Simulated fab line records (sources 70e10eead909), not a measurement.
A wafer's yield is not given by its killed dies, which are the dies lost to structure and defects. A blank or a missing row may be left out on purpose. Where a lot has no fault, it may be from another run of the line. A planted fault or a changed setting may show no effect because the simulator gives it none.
Which tool did it? / flow nand_harc / 72 wafers from 24 lots sampled at 3 of the route's 1302 steps

WHAT EACH GAUGE READ, for each wafer
NHARC_A_CONTACT_OVL_MEAS_70.
lot=L074; measured=day 21 17:53; on=overlay-02; overlay_x_nm (nm)=-1.8 -1.9 -1.1; overlay_y_nm (nm)=-0.9 -0.8 -0.6
lot=L076; measured=day 22 01:55; on=overlay-01; overlay_x_nm (nm)=-0.1 0.2 -0.3; overlay_y_nm (nm)=0.8 0.5 0.6
lot=L075; measured=day 22 08:10; on=overlay-01; overlay_x_nm (nm)=0.5 1.1 1.2; overlay_y_nm (nm)=-0.8 -1.1 -1.4
lot=L078; measured=day 22 22:13; on=overlay-02; overlay_x_nm (nm)=-1.3 -0.8 -0.9; overlay_y_nm (nm)=-0.1 -0.1 0.1
lot=L077; measured=day 22 22:43; on=overlay-02; overlay_x_nm (nm)=0.0 -0.3 -0.2; overlay_y_nm (nm)=0.2 -0.4 -0.4
lot=L079; measured=day 23 07:37; on=overlay-02; overlay_x_nm (nm)=1.6 1.3 1.1; overlay_y_nm (nm)=-0.7 -0.2 -0.2
lot=L081; measured=day 24 18:58; on=overlay-01; overlay_x_nm (nm)=-1.2 -1.1 -0.5; overlay_y_nm (nm)=0.0 -0.5 -0.2
lot=L080; measured=day 25 09:19; on=overlay-02; overlay_x_nm (nm)=-0.4 -0.1 0.3; overlay_y_nm (nm)=0.8 0.3 0.6
lot=L083; measured=day 25 16:14; on=overlay-02; overlay_x_nm (nm)=-0.7 -0.3 -0.2; overlay_y_nm (nm)=-0.2 -0.6 -0.3
lot=L082; measured=day 25 19:24; on=overlay-02; overlay_x_nm (nm)=1.3 1.6 1.3; overlay_y_nm (nm)=0.3 0.5 0.3
lot=L084; measured=day 25 23:01; on=overlay-01; overlay_x_nm (nm)=0.1 0.2 0.4; overlay_y_nm (nm)=1.2 0.9 1.3
lot=L085; measured=day 26 11:07; on=overlay-02; overlay_x_nm (nm)=-0.3 0.1 -0.3; overlay_y_nm (nm)=-1.1 -1.6 -0.7
lot=L086; measured=day 27 03:46; on=overlay-02; overlay_x_nm (nm)=0.2 0.8 0.8; overlay_y_nm (nm)=0.7 0.4 0.3
lot=L087; measured=day 27 04:53; on=overlay-02; overlay_x_nm (nm)=0.7 0.8 1.0; overlay_y_nm (nm)=0.9 0.5 1.0
lot=L088; measured=day 27 19:02; on=overlay-01; overlay_x_nm (nm)=-1.1 -0.3 -0.2; overlay_y_nm (nm)=1.0 1.5 0.6
lot=L089; measured=day 27 22:13; on=overlay-02; overlay_x_nm (nm)=0.2 0.6 0.6; overlay_y_nm (nm)=0.3 0.0 -0.7
lot=L091; measured=day 28 07:34; on=overlay-01; overlay_x_nm (nm)=1.1 1.0 1.5; overlay_y_nm (nm)=0.2 -0.5 0.0
lot=L090; measured=day 28 17:02; on=overlay-02; overlay_x_nm (nm)=0.2 0.0 0.6; overlay_y_nm (nm)=-0.9 -1.3 -1.3
lot=L092; measured=day 29 09:29; on=overlay-02; overlay_x_nm (nm)=0.3 0.3 0.1; overlay_y_nm (nm)=-0.2 0.1 -0.2
lot=L093; measured=day 29 22:32; on=overlay-02; overlay_x_nm (nm)=-1.4 -1.2 -1.2; overlay_y_nm (nm)=0.0 0.5 0.3
lot=L094; measured=day 31 01:44; on=overlay-01; overlay_x_nm (nm)=-0.5 -0.3 -0.1; overlay_y_nm (nm)=0.7 0.5 0.6
lot=L096; measured=day 31 04:58; on=overlay-01; overlay_x_nm (nm)=-0.7 -0.5 -0.7; overlay_y_nm (nm)=-0.8 -1.0 -0.7
lot=L097; measured=day 31 05:38; on=overlay-02; overlay_x_nm (nm)=0.9 1.1 0.2; overlay_y_nm (nm)=-1.7 -0.4 -0.2
lot=L095; measured=day 31 09:56; on=overlay-02; overlay_x_nm (nm)=2.5 1.6 1.8; overlay_y_nm (nm)=-0.4 0.4 -0.1

EACH LOT AND THE TOOL THAT RAN IT (in order: tool; ch and the chambers of the sampled wafers; start)
lot=L074; NHARC_A_CONTACT_ETCH_113=har_cap_etch-03 ch 0,1, day 21 06:07; NHARC_A_CONTACT_ETCH_114=har_cap_etch-03 ch 0,1, day 21 06:18
lot=L076; NHARC_A_CONTACT_ETCH_113=har_cap_etch-03 ch 0,1, day 21 16:59; NHARC_A_CONTACT_ETCH_114=har_cap_etch-03 ch 0,1, day 21 17:10
lot=L075; NHARC_A_CONTACT_ETCH_113=har_cap_etch-02 ch 0,1, day 22 00:14; NHARC_A_CONTACT_ETCH_114=har_cap_etch-02 ch 0,1, day 22 00:25
lot=L078; NHARC_A_CONTACT_ETCH_113=har_cap_etch-03 ch 0,1, day 22 10:25; NHARC_A_CONTACT_ETCH_114=har_cap_etch-03 ch 0,1, day 22 10:35
lot=L077; NHARC_A_CONTACT_ETCH_113=har_cap_etch-01 ch 0,1, day 22 10:57; NHARC_A_CONTACT_ETCH_114=har_cap_etch-01 ch 0,1, day 22 11:11
lot=L079; NHARC_A_CONTACT_ETCH_113=har_cap_etch-01 ch 1, day 22 22:41; NHARC_A_CONTACT_ETCH_114=har_cap_etch-01 ch 1, day 22 22:55
lot=L081; NHARC_A_CONTACT_ETCH_113=har_cap_etch-03 ch 0,1, day 24 11:02; NHARC_A_CONTACT_ETCH_114=har_cap_etch-03 ch 0,1, day 24 11:12
lot=L080; NHARC_A_CONTACT_ETCH_113=har_cap_etch-01 ch 0,1, day 24 22:10; NHARC_A_CONTACT_ETCH_114=har_cap_etch-01 ch 0,1, day 24 22:20
lot=L083; NHARC_A_CONTACT_ETCH_113=har_cap_etch-03 ch 0,1, day 25 08:14; NHARC_A_CONTACT_ETCH_114=har_cap_etch-03 ch 0,1, day 25 08:25
lot=L082; NHARC_A_CONTACT_ETCH_113=har_cap_etch-01 ch 0,1, day 25 09:26; NHARC_A_CONTACT_ETCH_114=har_cap_etch-01 ch 0,1, day 25 09:36
lot=L084; NHARC_A_CONTACT_ETCH_113=har_cap_etch-03 ch 0,1, day 25 14:22; NHARC_A_CONTACT_ETCH_114=har_cap_etch-03 ch 0,1, day 25 14:32
lot=L085; NHARC_A_CONTACT_ETCH_113=har_cap_etch-03 ch 0,1, day 26 02:04; NHARC_A_CONTACT_ETCH_114=har_cap_etch-03 ch 0,1, day 26 02:14
lot=L086; NHARC_A_CONTACT_ETCH_113=har_cap_etch-01 ch 0,1, day 26 20:02; NHARC_A_CONTACT_ETCH_114=har_cap_etch-01 ch 0,1, day 26 20:12
lot=L087; NHARC_A_CONTACT_ETCH_113=har_cap_etch-03 ch 0,1, day 26 20:59; NHARC_A_CONTACT_ETCH_114=har_cap_etch-03 ch 0,1, day 26 21:10
lot=L088; NHARC_A_CONTACT_ETCH_113=har_cap_etch-02 ch 0,1, day 27 11:14; NHARC_A_CONTACT_ETCH_114=har_cap_etch-02 ch 0,1, day 27 11:25
lot=L089; NHARC_A_CONTACT_ETCH_113=har_cap_etch-01 ch 0,1, day 27 12:10; NHARC_A_CONTACT_ETCH_114=har_cap_etch-01 ch 0,1, day 27 12:20
lot=L091; NHARC_A_CONTACT_ETCH_113=har_cap_etch-01 ch 0,1, day 27 23:31; NHARC_A_CONTACT_ETCH_114=har_cap_etch-01 ch 0,1, day 27 23:41
lot=L090; NHARC_A_CONTACT_ETCH_113=har_cap_etch-01 ch 0,1, day 28 09:06; NHARC_A_CONTACT_ETCH_114=har_cap_etch-01 ch 0,1, day 28 09:16
lot=L092; NHARC_A_CONTACT_ETCH_113=har_cap_etch-03 ch 0,1, day 28 19:26; NHARC_A_CONTACT_ETCH_114=har_cap_etch-03 ch 0,1, day 28 19:37
lot=L093; NHARC_A_CONTACT_ETCH_113=har_cap_etch-03 ch 0,1, day 29 14:44; NHARC_A_CONTACT_ETCH_114=har_cap_etch-03 ch 0,1, day 29 14:54
lot=L094; NHARC_A_CONTACT_ETCH_113=har_cap_etch-01 ch 0,1, day 30 16:40; NHARC_A_CONTACT_ETCH_114=har_cap_etch-01 ch 0,1, day 30 16:50
lot=L096; NHARC_A_CONTACT_ETCH_113=har_cap_etch-02 ch 0,1, day 30 18:49; NHARC_A_CONTACT_ETCH_114=har_cap_etch-02 ch 0,1, day 30 18:59
lot=L097; NHARC_A_CONTACT_ETCH_113=har_cap_etch-03 ch 0,1, day 30 19:43; NHARC_A_CONTACT_ETCH_114=har_cap_etch-03 ch 0,1, day 30 19:53
lot=L095; NHARC_A_CONTACT_ETCH_113=har_cap_etch-01 ch 0,1, day 31 00:48; NHARC_A_CONTACT_ETCH_114=har_cap_etch-01 ch 0,1, day 31 00:58
- NHARC_A_CONTACT_ETCH_113: etches the open film in C4F8/O2/Ar, time 190 s, target depth 1850 nm.
- NHARC_A_CONTACT_ETCH_114: etches the open film in C4F8/O2/Ar, time 190 s, target depth 1850 nm.

WHAT THE TOOLS THEMSELVES READ (means of the sampled wafers that have a number; where no wafer has one, the mark that the record gives instead)
The record holds no such reading with a usual standard deviation.

THE ANSWER, worked out from the rows above alone
Rule: the usual values come from the lots themselves. The widest of any qualifying gaps counts: lots, ordered by their means at a reading, are off when they make up no more than a third of the lots, leave a main group of 4 or more, and stand apart from it by 3 or more times the standard deviation of that group's means. A main group whose means are all the same, to the digits that the tables above print for the reading, isn't used. Also off: a lot with no number at a reading for which 4 or more lots have one. Any other lot the step has rows for is counted as sound. First the gauges in route order, then the tools' own readings, where a lot's mean is used as printed above. At the first step where some lot is off, the reading lying furthest off is the one used; lots without a number count as furthest.
None of the lots is off at any reading shown; this tells nothing.

WHAT HAD BEEN PUT IN BY THE SIMULATOR
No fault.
